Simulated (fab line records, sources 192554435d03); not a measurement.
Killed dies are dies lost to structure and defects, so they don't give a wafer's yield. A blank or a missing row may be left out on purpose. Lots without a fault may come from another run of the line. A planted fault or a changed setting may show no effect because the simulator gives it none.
fab line records | flow n5_finfet
record lots=12 wafers=31 last_day=18
route steps=1938 shown MOL_CONTACT_COAG@563 PASSIVATION@1936
lots that met no fault: from a run of the same line without faults
start_h: hours from the record's first day to the start of the lot's first wafer shown | wait_h: hours since the lot's step before | " the same as in the row above | L1.1+2: a row that stands for several wafers | - no value, or no start given | * or withheld: withheld | < > ~ a bound
route shown NAME@n: a module of which the file shows steps, and the number in the route of the first | usual: mean/standard deviation of fault-free wafers | same: alike in all rows | chamber/n: place in a boat | sites: the reading at each site | _std_site: their standard deviation | _edge_site: outer sites' mean less inner sites' | radius_mm: how far each site lies from the wafer's centre | mask NAME#n: copy n | behind: the tool/chamber that last shaped the wafer | hold: why the lot was held/for how many hours/how that ended | device: the transistor (n, p or np) that didn't switch | end of line: the same wafers' tests at the end of the route | a step without rows: its recipe alone | killed: dies lost to structure and defects at the first sort, not the wafer's yield | map: a wafer's dies, x killed, . not, _ none there
set.NAME: the setting as run; set.NAME@STEP: as run at that earlier step | model.NAME: the simulator's own value behind a step, which no gauge read
steps of the route over a sample of lots; a table a step, a row a wafer
services: from which hour (start_h, from the record's first day; less than 0 if before it) a tool's chamber was out of use, for how many hours, and why
## steps
# step N5_MOL_CONTACT_COAG_PECVD_31
# recipe material=SiO2 target_thk_a=460 temp_c=400 precursor=TEOS/O2 pressure_torr=6.5 rf_w=withheld teos_flow_sccm=withheld gas=O2 flow_sccm=2650 time_s=8.9
# columns lot.wafer tool chamber start_h wait_h
L809.1+2+5 pecvd-02 1,2,2 112.37 0.3
L811.1+4+5 pecvd-02 0,0,2 120.97 0.3
L812.1+3 pecvd-03 1,0 127.76 0.3
L815.4+5 pecvd-04 1,2 142.32 0.3
L814.1+3+6 pecvd-02 0,1,2 142.96 0.3
L816.3+5+6 pecvd-04 0,2,0 156.26 0.3
L817.2+5+6 pecvd-02 2,2,1 156.26 0.3
L821.2+3 pecvd-04 1,2 181.62 0.3
L827.1+3 pecvd-04 2,0 220.14 0.3
L828.5+6 pecvd-04 0,2 227.61 0.0
L829.1+3+5 pecvd-04 1,2,0 233.32 0.3
L830.2+3+6 pecvd-03 2,1,0 236.82 0.3
# step N5_MOL_CONTACT_COAG_INSPECT_42
# recipe mode=adi inspect_instrument=brightfield
# usual raw_defect_count=197/51
# columns lot.wafer tool chamber start_h wait_h raw_defect_count
L809.1 defect_inspect-02 - 114.54 0.1 241
L809.2 " - " " 264
L809.5 " - " " 127
L811.1 defect_inspect-02 - 122.84 0.1 211
L811.4 " - " " 223
L811.5 " - " " 188
L812.1 defect_inspect-01 - 129.64 0.1 197
L812.3 " - " " 156
L815.4 defect_inspect-01 - 145.51 0.6 228
L815.5 " - " " 215
L814.1 defect_inspect-02 - 145.52 0.1 129
L814.3 " - " " 183
L814.6 " - " " 185
L816.3 defect_inspect-01 - 158.24 0.0 216
L816.5 " - " " 167
L816.6 " - " " 160
L817.2 defect_inspect-02 - 158.42 0.0 213
L817.5 " - " " 283
L817.6 " - " " 147
L821.2 defect_inspect-01 - 183.84 0.0 224
L821.3 " - " " 285
L827.1 defect_inspect-02 - 222.37 0.1 171
L827.3 " - " " 219
L828.5 defect_inspect-01 - 229.92 0.0 202
L828.6 " - " " 307
L829.1 defect_inspect-02 - 235.11 0.1 124
L829.3 " - " " 97
L829.5 " - " " 102
L830.2 defect_inspect-02 - 239.39 0.0 199
L830.3 " - " " 165
L830.6 " - " " 187
# step N5_MOL_CONTACT_COAG_ETCHBACK_134
# recipe chemistry=CHF3 target=SiO2 target_depth_a=100 time_s=6.7 ion_energy_ev=200 pressure_mtorr=30 source_w=610 bias_w=170 Ar_flow_sccm=200 CHF3_flow_sccm=50
# usual bias_w=170.0/0.5 drypump_motor_current_A=5.6/0.47 oes_product_au=0.79/0.1 rf_vpp_V=524/11 showerhead_plenum_p_Torr=2.35/0.041 throttle_valve_pct=18.76/0.28
# columns lot.wafer tool chamber start_h wait_h bias_w drypump_motor_current_A oes_product_au rf_hours_counter_h rf_vpp_V showerhead_plenum_p_Torr throttle_valve_pct
L809.1 rie_diel-06 1 115.13 0.2 170.7 5.7 0.72 198 531 2.35 18.86
L809.2 " 3 " " 169.6 6.0 0.68 207 520 2.36 19.04
L809.5 " 0 " " 169.4 5.7 0.81 - 519 2.32 18.45
L811.1 rie_diel-01 3 123.19 0.1 168.6 6.0 0.85 56 518 2.32 18.30
L811.4 " 1 " " 169.2 6.3 0.68 233 509 2.34 18.89
L811.5 " 2 " " 170.0 5.8 0.93 - 524 2.34 18.69
L812.1 rie_diel-01 2 130.24 0.1 170.3 5.8 0.92 12 523 2.34 18.68
L812.3 " 0 " " 170.4 4.9 0.70 211 529 2.37 19.15
L815.4 rie_diel-06 1 146.04 0.2 170.6 5.8 0.70 211 531 2.35 18.87
L815.5 " 2 " " 169.8 4.9 0.95 - 543 2.42 18.79
L814.1 rie_diel-06 1 146.38 0.5 170.0 5.8 0.69 211 530 2.35 18.89
L814.3 " 0 " " 170.8 5.8 0.79 107 518 2.31 18.47
L814.6 " 2 " " 169.7 4.9 0.94 - 543 2.42 18.80
L816.3 rie_diel-03 0 158.77 0.1 169.1 5.2 0.72 186 532 2.28 18.75
L816.5 " 1 " " 169.1 5.8 0.93 - 527 2.42 18.16
L816.6 " 0 " " 170.2 5.2 0.71 - 532 2.28 18.75
L817.2 rie_diel-06 0 159.48 0.2 169.7 5.7 0.80 113 520 2.31 18.49
L817.5 " 3 " " 169.5 5.9 0.68 - 521 2.35 19.07
L817.6 " 2 " " 169.1 4.9 0.93 - 542 2.41 18.79
L821.2 rie_diel-03 0 184.19 0.1 170.8 5.2 0.71 198 531 2.28 18.76
L821.3 " 3 " " 169.8 5.8 0.77 108 502 2.40 18.86
L827.1 rie_diel-01 3 222.72 0.1 169.2 6.1 0.82 90 517 2.31 18.34
L827.3 " 1 " " 169.5 6.3 0.92 12 510 2.33 18.50
L828.5 rie_diel-06 1 230.36 0.0 170.3 5.7 0.69 - 530 2.34 18.89
L828.6 " 2 " " 170.6 4.9 0.89 - 542 2.41 18.83
L829.1 rie_diel-01 3 235.51 0.1 170.3 6.1 0.81 93 518 2.31 18.34
L829.3 " 2 " " 170.7 5.8 0.85 45 524 2.33 18.75
L829.5 " 3 " " 170.0 6.1 0.81 - 518 2.31 18.35
L830.2 rie_diel-06 1 240.49 0.2 169.2 5.8 0.69 233 531 2.34 18.90
L830.3 " 3 " " 169.7 6.0 0.66 249 521 2.34 19.11
L830.6 " 1 " " 169.3 5.7 0.69 - 531 2.34 18.89
# step N5_MOL_CONTACT_COAG_STRIP_72
# recipe chemistry=N2/H2 power_w=450 temp_c=40 pressure_mtorr=20 rf_frequency_hz=6e+07 overash_fraction=3 bias_power_w=7 h2_frac=0.5 n2_flow_sccm=200 h2_flow_sccm=200
# usual drypump_motor_current_A=5.7/0.48 oes_product_au=0.79/0.11 power_w=450.1/1.5 rf_vpp_V=59.2/2.3 showerhead_plenum_p_Torr=2.50/0.054 throttle_valve_pct=23.6/0.34
# columns lot.wafer tool chamber start_h wait_h drypump_motor_current_A oes_product_au power_w rf_hours_counter_h rf_vpp_V showerhead_plenum_p_Torr throttle_valve_pct
L809.1 rie_diel-06 1 115.41 0.0 5.7 0.70 451.4 198 57.7 2.50 23.6
L809.2 " 3 " " 6.0 0.69 450.7 207 62.1 2.51 24.0
L809.5 " 0 " " 5.8 0.81 449.0 - 58.6 2.45 23.1
L811.1 rie_diel-01 3 123.47 0.0 6.1 0.86 451.0 56 57.8 2.47 23.2
L811.4 " 1 " " 6.4 0.68 448.3 233 59.0 2.48 23.5
L811.5 " 2 " " 5.7 0.96 448.3 - 55.4 2.47 23.5
L812.1 rie_diel-01 2 130.52 0.0 5.8 0.93 450.8 12 57.0 2.47 23.5
L812.3 " 0 " " 4.9 0.69 452.4 211 61.4 2.51 23.9
L815.4 rie_diel-06 1 146.32 0.0 5.8 0.70 449.5 211 59.9 2.49 23.6
L815.5 " 2 " " 4.9 0.93 449.9 - 61.2 2.59 23.9
L814.1 rie_diel-06 1 146.66 0.0 5.8 0.69 452.7 211 61.7 2.49 23.7
L814.3 " 0 " " 5.7 0.80 450.2 107 59.8 2.44 23.1
L814.6 " 2 " " 4.9 0.93 449.7 - 60.8 2.59 23.9
L816.3 rie_diel-03 0 159.05 0.0 5.2 0.72 450.6 187 57.3 2.44 23.8
L816.5 " 1 " " 5.9 0.94 447.8 - 57.5 2.59 23.0
L816.6 " 0 " " 5.2 0.71 452.0 - 57.5 2.44 23.9
L817.2 rie_diel-06 0 159.76 0.0 5.8 0.79 453.4 113 59.8 2.44 23.1
L817.5 " 3 " " 6.0 0.67 447.7 - 57.1 2.50 24.0
L817.6 " 2 " " 4.9 0.92 450.0 - 57.0 2.59 23.9
L821.2 rie_diel-03 0 184.47 0.0 5.2 0.70 452.0 198 57.2 2.43 23.9
L821.3 " 3 " " 5.8 0.79 451.3 108 57.7 2.56 23.9
L827.1 rie_diel-01 3 223.00 0.0 6.1 0.82 451.1 90 55.1 2.46 23.3
L827.3 " 1 " " 6.3 0.93 449.5 12 62.8 2.47 23.2
L828.5 rie_diel-06 1 230.65 0.0 5.8 0.69 451.4 - 57.0 2.49 23.6
L828.6 " 2 " " 4.9 0.90 452.6 - 60.0 2.58 23.9
L829.1 rie_diel-01 3 235.79 0.0 6.0 0.82 448.7 93 59.0 2.46 23.3
L829.3 " 2 " " 5.8 0.87 449.5 45 59.0 2.46 23.6
L829.5 " 3 " " 6.1 0.82 448.4 - 67.2 2.46 23.3
L830.2 rie_diel-06 1 240.77 0.0 5.8 0.68 451.5 233 62.5 2.48 23.7
L830.3 " 3 " " 6.0 0.66 450.9 249 60.4 2.49 24.0
L830.6 " 1 " " 5.8 0.69 449.2 - 56.3 2.49 23.7
# step N5_MOL_CONTACT_COAG_THK_MEAS_53
# recipe reads=SiO2_of_MOL_CONTACT_COAG_PECVD_31
# usual VIA_MOL_THK=44.1/0.62
# columns lot.wafer tool chamber start_h wait_h VIA_MOL_THK[nm]
L809.1 film_metro-02 - 116.39 - 44.3
L809.2 " - " " 44.2
L809.5 " - " " 44.8
L811.1 film_metro-02 - 124.45 - 43.1
L811.4 " - " " 44.5
L811.5 " - " " 43.7
L812.1 film_metro-01 - 131.49 - 43.4
L812.3 " - " " 44.0
L815.4 film_metro-01 - 147.30 - 44.8
L815.5 " - " " 44.2
L814.1 film_metro-02 - 147.76 - 43.1
L814.3 " - " " 43.2
L814.6 " - " " 44.0
L816.3 film_metro-01 - 160.03 - 43.2
L816.5 " - " " 44.8
L816.6 " - " " 44.3
L817.2 film_metro-01 - 160.81 - 43.7
L817.5 " - " " 44.4
L817.6 " - " " 44.4
L821.2 film_metro-01 - 185.49 - 44.9
L821.3 " - " " 44.2
L827.1 film_metro-01 - 223.98 - 44.4
L827.3 " - " " 40.5
L828.5 film_metro-02 - 231.60 - 40.4
L828.6 " - " " 44.6
L829.1 film_metro-01 - 236.76 - 43.8
L829.3 " - " " 40.2
L829.5 " - " " 40.5
L830.2 film_metro-01 - 241.78 - 43.8
L830.3 " - " " 43.3
L830.6 " - " " 45.2
# step N5_PASSIVATION_PROBE_49
# usual killed_at_M0_to_M3=35/11 killed_at_M4_up=14/5.4 killed_at_contacts=13/6 killed_at_front_end=38/11 killed_at_other=3.4/2.6 killed_dies=104/19 killed_open=68/13 killed_short=34/8.5
# same gross_dies=1180 killed_at_back_side=0
# columns lot.wafer tool chamber start_h wait_h killed_at_M0_to_M3 killed_at_M4_up killed_at_contacts killed_at_front_end killed_at_other killed_dies killed_open killed_short
L827.1 prober-01 - 408.97 0.0 37 15 17 63 1 133 88 29
# killed by level:class
L827.1 FIN_SAQP:geometric_particle:open=17 HKMG_FIN:area_etch=15 MOL_CONTACT_COAG:geometric_particle:open=13 STI_FIN_REVEAL:geometric_particle:open=11 BEOL_M3:geometric_particle:open=11 FIN_SAQP:geometric_particle:short=8 BEOL_M1:geometric_particle:open=7 BEOL_M0_SAQP:geometric_particle:short=6
## services
# columns tool chamber start_h hours kind
pecvd-02 1 90.38 2.1 scheduled_down
pecvd-03 1 94.01 14.0 repair
pecvd-03 0 96.23 7.6 repair
rie_diel-03 1 104.01 - clean
pecvd-02 1 114.80 17.8 repair
rie_diel-06 2 127.22 13.3 repair
rie_diel-01 3 129.40 7.0 repair
pecvd-03 - 143.45 0.3 repair
rie_diel-06 1 153.08 4.2 repair
pecvd-03 - 154.35 1.2 repair
rie_diel-01 1 162.13 - clean
rie_diel-01 1 162.13 - consumable_replace:focus_ring
rie_diel-01 1 162.13 17.2 scheduled_down
rie_diel-01 1 162.13 17.2 vent_cycle
pecvd-04 1 166.84 5.5 scheduled_down
rie_diel-03 2 201.74 28.7 repair
pecvd-03 - 203.07 0.6 repair
pecvd-02 - 213.43 0.8 repair
rie_diel-06 1 214.36 13.2 repair
rie_diel-03 - 219.88 28.1 pm
rie_diel-01 0 238.87 - clean
rie_diel-01 0 238.87 - consumable_replace:focus_ring
rie_diel-01 0 238.87 17.9 scheduled_down
rie_diel-01 0 238.87 17.9 vent_cycle
## key
first_sign step=N5_MOL_CONTACT_COAG_THK_MEAS_53 reading=VIA_MOL_THK direction=down sigmas=5.9 usual=44.1 struck=40.4
effect none on later readings
met_at N5_MOL_CONTACT_COAG_PECVD_31
struck_lots L827,L828,L829
struck_wafers L827.3,L828.5,L829.3,L829.5
tester_left_out L827,L828,L829
baseline_loss step=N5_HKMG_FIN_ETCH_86 wafers=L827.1
not_acting_at N5_MOL_CONTACT_COAG_INSPECT_42,N5_MOL_CONTACT_COAG_ETCHBACK_134,N5_MOL_CONTACT_COAG_STRIP_72
onset_between 181.62 220.14
fault kind=process_parameter_drift tool=pecvd-04 chamber=- onset_h=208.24 steps=N5_MOL_CONTACT_COAG_PECVD_31 channel=time_s offset=* shape=step end_h=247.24 scope=struck_wafers_only acts_in=* stated=*
# tester_left_out: of these lots the tester's yield and bins aren't shown, on N5 and GAA mostly nor the transistor test; their killed dies are dies lost to structure and defects alone, not to doping, threshold or leakage, so they don't give the yield
# baseline_loss: these wafers lose ten dies or more at that step, a loss of the line's own and not of a fault; the sort's usual values leave them out
